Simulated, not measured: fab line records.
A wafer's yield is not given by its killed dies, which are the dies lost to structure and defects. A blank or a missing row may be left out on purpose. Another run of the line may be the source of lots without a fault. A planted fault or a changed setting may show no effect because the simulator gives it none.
Struck lot and sound lot, side by side ; flow nand-harc ; 14 out of 1159 route steps
Sound: these wafers, L163.1, L163.3, L163.6. Wafers L169.1, L169.2, L169.5 were the ones struck. The cause is named last.
At each step with rows: each side's tool, then ch and its chambers, then its first start. Under that, the readings that differ: sound wafers ; struck wafers ; difference of the means ; sigmas: that difference in standard deviations of wafers without a fault.
alike: readings with means less than 2 such deviations apart, plus words and numbers identical on both sides. not compared: withheld readings, readings lacking a value on some wafer, bounds such as >300 that could conceal the same value, and numbers that have no deviation in the record and whose values overlap.
A row with sigmas, a row that says differs or no value, or rows on one side alone: a step with any of these is where the two part. Non-overlapping numbers with no deviation appear without sigmas and do not part them. A reading missing from all wafers of one side parts the sides only when that side holds two or more wafers.

first, 2 steps without rows for these wafers: NHARC_A_SOURCE_PLATE_CVD_03 (deposits poly-Si, target thk 200 nm, time 4000 s); NHARC_A_SOURCE_PLATE_ANNEAL_05 (time 1800 s).
NHARC_A_SOURCE_PLATE_THK_MEAS_06: measures by ellipsometry.
  struck on film-metro-01, day 9 11:32; sound on film-metro-01, day 8 02:52
  alike: thk-nm
NHARC_A_SOURCE_PLATE_INSPECT_08:
  struck on defect-inspect-01, day 9 11:36; sound on defect-inspect-02, day 8 02:55
  alike: raw-defect-count
then, 1 step without rows for these wafers: NHARC_A_ONON_D1_DEP_00 (target thk 1000 nm).
NHARC_A_ONON_D1_THK_MEAS_02: measures by ellipsometry.
  struck on film-metro-01, day 9 12:11; sound on film-metro-02, day 8 03:30
  alike: thk-nm
then, 1 step without rows for these wafers: NHARC_A_ONON_D1_DEP_03 (target thk 1000 nm).
NHARC_A_ONON_D1_THK_MEAS_05: measures by ellipsometry.
  struck on film-metro-02, day 9 12:44; sound on film-metro-02, day 8 04:04
  alike: thk-nm
then, 1 step without rows for these wafers: NHARC_A_ONON_D1_DEP_06 (target thk 1000 nm).
NHARC_A_ONON_D1_THK_MEAS_08: measures by ellipsometry.
  struck on film-metro-01, day 9 13:19; sound on film-metro-02, day 8 04:38
  alike: thk-nm
NHARC_A_ONON_D1_DEP_09: target thk 1000 nm.
  sound on pecvd-onon-01 ch 0, day 8 04:41; struck on pecvd-onon-02 ch 0, day 9 13:22
NHARC_A_ONON_D1_THK_MEAS_11: measures by ellipsometry.
  struck on film-metro-02, day 9 13:53; sound on film-metro-01, day 8 05:12
reading;sound;struck;difference;sigmas
thk-nm (nm);998 996 997;703 704 703;-294;-27
then, 1 step without rows for these wafers: NHARC_A_ONON_D1_DEP_12 (target thk 1000 nm).
-- break in the record here, with 12 days between the starts of the struck wafers on either side (left off in module A_ONON_D1, picked up again in module END, where the first step shown is number 1159 on the route) --
NHARC_END_SORT_01:
  sound on prober-02 ch 0, day 21 04:00; struck on prober-01 ch 0, day 21 15:47
reading;sound;struck;difference;sigmas
killed-at-array;26 41 36;673 673 675;+639;+58
killed-dies;27 44 41;677 677 677;+640;+58
  alike: killed-at-other, killed-at-periphery, killed-open, killed-short

WHERE THEY PART
Last at NHARC_END_SORT_01 as far as this record goes, first at NHARC_A_ONON_D1_THK_MEAS_11.

WHY: what the simulator had put in
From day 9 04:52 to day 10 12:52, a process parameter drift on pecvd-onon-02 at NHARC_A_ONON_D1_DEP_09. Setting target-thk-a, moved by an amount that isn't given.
